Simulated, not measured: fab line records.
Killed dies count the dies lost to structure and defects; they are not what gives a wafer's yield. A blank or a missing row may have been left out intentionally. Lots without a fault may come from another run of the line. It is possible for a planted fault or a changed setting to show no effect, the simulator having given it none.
3 desks, one fault | flow nand harc | what lay behind the numbers comes last; until then each desk has only its own

== METROLOGY DESK ==
Lot by lot, what the gauges showed, no matter which tool ran the lot: averages of those sampled wafers that carry a number. Any lot whose mean is over 4 standard deviations away from the usual mean is out of limits and marked OUT; that distance is given in the brackets.
Columns: A = cd nm at NHARC_A_SLIT_CD_MEAS_21, usual 289.5 nm
lot  | first seen here | A
L888 | day 14 16:49    | 289.7
L889 | day 14 20:44    | 290.3
L890 | day 14 20:52    | 289.5
L891 | day 14 22:26    | 288.3
L887 | day 14 22:56    | 289.4
L892 | day 15 11:40    | 289.1
L893 | day 15 20:03    | 290.0
L896 | day 16 17:23    | 290.3
L895 | day 16 19:05    | 289.4
L903 | day 18 16:16    | 290.1
L905 | day 19 02:02    | 289.6
L909 | day 19 14:53    | 288.3
L908 | day 19 15:58    | 289.2
L907 | day 19 16:33    | 289.0
This desk's verdict: no lot among the 14 shows anything out of limits.

== FOR THE TOOL OWNER'S DESK: rie diel-11 ==
The tool's own readings at NHARC_A_WL_FILL_ETCHBACK_16 (etches the open film in C4F8/O2/Ar, target depth 88 nm, time 17.6 s): means of the sampled wafers that have a number, for each lot that ran on this tool. Any lot whose mean is over 4 standard deviations away from the usual mean is out of limits and marked OUT; that distance is given in the brackets.
Columns: A = oes product au at NHARC_A_WL_FILL_ETCHBACK_16, usual 0.98 a.u.; B = rf vpp V at NHARC_A_WL_FILL_ETCHBACK_16, usual 722 V; C = run length s at NHARC_A_WL_FILL_ETCHBACK_16, usual 39.1 s
lot  | first seen here | A    | B   | C
L888 | day 15 17:22    | 1.00 | 725 | 38.8
L889 | day 15 21:59    | 1.00 | 721 | 39.0
L891 | day 16 02:10    | 0.92 | 720 | 38.8
L903 | day 19 15:59    | 1.01 | 723 | 35.4 (-9.7) OUT
L905 | day 20 03:41    | 1.00 | 724 | 35.1 (-11) OUT
Finding of this desk: L903, L905 out of limits; the first was L903 at day 19 15:59, on run length s at NHARC_A_WL_FILL_ETCHBACK_16. Within limits: L888, L889, L891.

== THE DEFECT DESK ==
Lot by lot, what the route's inspections counted, given as the mean of those sampled wafers with a number. Any lot whose mean is over 4 standard deviations away from the usual mean is out of limits and marked OUT; that distance is given in the brackets.
Columns: A = raw defect count at NHARC_A_SLIT_INSPECT_11, usual 22
lot  | first seen here | A
L888 | day 14 05:19    | 15
L889 | day 14 17:16    | 7
L890 | day 14 17:25    | 24
L891 | day 14 18:35    | 26
L887 | day 14 19:29    | 10
L892 | day 15 08:11    | 7
L893 | day 15 16:35    | 28
L896 | day 16 13:54    | 15
L895 | day 16 14:02    | 31
L903 | day 18 08:05    | 15
L905 | day 18 22:35    | 14
L909 | day 19 11:26    | 25
L908 | day 19 11:56    | 35
L907 | day 19 12:47    | 39
This desk's verdict: no lot among the 14 shows anything out of limits.

== BROUGHT TOGETHER ==
The tool owner's desk could have raised an alarm at day 19 15:59, on L903, L905.
Metrology desk: nothing out of limits seen.
Nothing out of limits was seen by the defect desk.
The metrology desk holds a record of L903, L905, inside its limits.
The defect desk has L903, L905 on record, within its limits.
Every lot named ran NHARC_A_WL_FILL_ETCHBACK_16 on rie diel-11.

== WHAT THE SIMULATOR HAD PUT IN ==
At NHARC_A_WL_FILL_ETCHBACK_16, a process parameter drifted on rie diel-11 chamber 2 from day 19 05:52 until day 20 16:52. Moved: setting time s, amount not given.
Shown lots that were struck: L903, L905.
Time in hours from fault onset to the first out-of-limits reading at each desk: the tool owner's desk, 10.
